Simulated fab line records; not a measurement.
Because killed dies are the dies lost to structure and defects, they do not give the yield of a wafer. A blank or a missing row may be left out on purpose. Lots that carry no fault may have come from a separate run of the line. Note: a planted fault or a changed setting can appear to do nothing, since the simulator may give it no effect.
Which tool was responsible?    flow nand_harc    24 lots, 72 wafers sampled, at 2 steps of a route of 1302

WHAT EACH GAUGE READ, for each wafer
NHARC_P_M0_CD_MEAS_16. Usual: cd_nm 90.1 nm, standard deviation 1.1.
lot   measured      on         cd_nm (nm)      flag
L074  day 6 12:58   cd_sem-03  90.9 89.6 90.1  
L075  day 6 17:53   cd_sem-01  89.3 89.7 90.3  
L076  day 7 07:21   cd_sem-03  87.9 87.5 87.4  
L077  day 7 14:31   cd_sem-02  91.1 90.7 89.9  
L078  day 8 01:20   cd_sem-03  91.7 89.6 92.4  
L079  day 8 02:32   cd_sem-01  91.4 89.6 93.0  
L080  day 8 12:16   cd_sem-01  89.2 89.3 89.0  
L081  day 9 05:25   cd_sem-03  89.6 88.5 89.5  
L082  day 9 07:51   cd_sem-03  89.8 91.3 92.3  
L083  day 10 04:16  cd_sem-01  88.8 91.3 90.2  
L084  day 10 07:41  cd_sem-01  91.0 89.5 90.1  
L085  day 10 20:32  cd_sem-02  90.4 90.4 91.4  
L086  day 11 00:04  cd_sem-02  90.0 91.6 91.5  
L087  day 11 22:03  cd_sem-02  88.7 89.8 88.4  
L088  day 12 09:59  cd_sem-03  90.0 89.4 90.4  
L089  day 12 15:39  cd_sem-01  91.6 90.0 89.5  
L090  day 13 10:49  cd_sem-02  91.7 88.8 89.2  
L091  day 13 11:23  cd_sem-02  90.7 91.0 88.7  
L092  day 13 19:55  cd_sem-03  89.2 90.1 90.9  
L093  day 14 04:00  cd_sem-01  90.4 89.9 89.1  
L095  day 15 01:35  cd_sem-01  90.5 88.9 89.0  
L094  day 15 01:46  cd_sem-02  92.3 90.9 91.1  
L096  day 15 03:41  cd_sem-03  91.5 90.2 90.1  
L097  day 15 15:59  cd_sem-01  91.5 90.3 90.5  

WHAT TOOL EACH LOT RAN ON (gives the tool, then ch and the chambers of the sampled wafers, and finally the start)
lot   NHARC_P_M0_ETCH_15
L074  rie_diel-04 ch 1,2, day 6 12:58 or earlier
L075  rie_diel-04 ch 2,3, day 6 17:53 or earlier
L076  rie_diel-02 ch 0,1,3, day 7 07:21 or earlier
L077  rie_diel-04 ch 1,2,3, day 7 14:31 or earlier
L078  rie_diel-04 ch 0,1, day 8 01:20 or earlier
L079  rie_diel-04 ch 1,2,3, day 8 02:32 or earlier
L080  rie_diel-02 ch 1,2, day 8 12:16 or earlier
L081  rie_diel-04 ch 2,3, day 9 05:25 or earlier
L082  rie_diel-04 ch 0,1, day 9 07:51 or earlier
L083  rie_diel-03 ch 0,1,3, day 10 04:16 or earlier
L084  rie_diel-04 ch 1,2,3, day 10 07:41 or earlier
L085  rie_diel-03 ch 0,2,3, day 10 20:32 or earlier
L086  rie_diel-03 ch 0,1,3, day 11 00:04 or earlier
L087  rie_diel-04 ch 0,2,3, day 11 22:03 or earlier
L088  rie_diel-02 ch 0,3, day 12 09:59 or earlier
L089  rie_diel-04 ch 0,1,2, day 12 15:39 or earlier
L090  rie_diel-04 ch 0,1, day 13 10:49 or earlier
L091  rie_diel-03 ch 0,1,2, day 13 11:23 or earlier
L092  rie_diel-04 ch 0,1, day 13 19:55 or earlier
L093  rie_diel-02 ch 1,2,3, day 14 04:00 or earlier
L095  rie_diel-02 ch 2,3, day 15 01:35 or earlier
L094  rie_diel-04 ch 0,2,3, day 15 01:46 or earlier
L096  rie_diel-04 ch 0,2,3, day 15 03:41 or earlier
L097  rie_diel-04 ch 1,2,3, day 15 15:59 or earlier
- NHARC_P_M0_ETCH_15: etches the open film in C4F8/Ar, target depth 150 nm, overetch 15 nm, time 82.5 s.

WHAT THE TOOLS THEMSELVES READ (means of the sampled wafers that have a number; where no wafer has one, the mark that the record gives instead)
NHARC_P_M0_ETCH_15. Usual: oes_product_au 0.954 a.u., standard deviation 0.025; rf_vpp_V 440.9 V, standard deviation 2.9.
lot   tool         oes_product_au (a.u.)  rf_vpp_V (V)  flag
L074  rie_diel-04  0.942                  443.7         
L075  rie_diel-04  0.999                  440.3         
L076  rie_diel-02  0.965                  439.5         
L077  rie_diel-04  0.956                  441.6         
L078  rie_diel-04  0.960                  440.0         
L079  rie_diel-04  0.962                  442.8         
L080  rie_diel-02  0.924                  441.9         
L081  rie_diel-04  0.969                  442.1         
L082  rie_diel-04  0.974                  439.9         
L083  rie_diel-03  0.960                  441.3         
L084  rie_diel-04  0.962                  442.5         
L085  rie_diel-03  0.909                  440.3         
L086  rie_diel-03  0.936                  442.1         
L087  rie_diel-04  0.924                  439.8         
L088  rie_diel-02  0.956                  440.1         
L089  rie_diel-04  0.980                  441.1         
L090  rie_diel-04  0.959                  441.9         
L091  rie_diel-03  0.954                  440.8         
L092  rie_diel-04  0.972                  439.9         
L093  rie_diel-02  0.953                  440.6         
L095  rie_diel-02  0.925                  442.7         
L094  rie_diel-04  0.950                  440.4         
L096  rie_diel-04  0.967                  439.8         
L097  rie_diel-04  0.964                  441.4         

THE ANSWER, worked out from the rows above alone
Rule: a lot counts as off when the mean over its wafers that have a number is more than 3 standard deviations away from the usual mean. A lot without any number at a reading at which 4 lots or more have one is off too. Where the step has rows for the other lots, those lots are counted as sound. After the gauges, taken in route order, come the tools' own readings; for these a lot's mean is taken, as printed above. At the first step where some lot is off, the reading lying furthest off is the one used; lots without a number count as furthest.
No lot is off on any of the readings shown, so nothing can be concluded from this.

WHAT THE SIMULATOR HAD PUT IN
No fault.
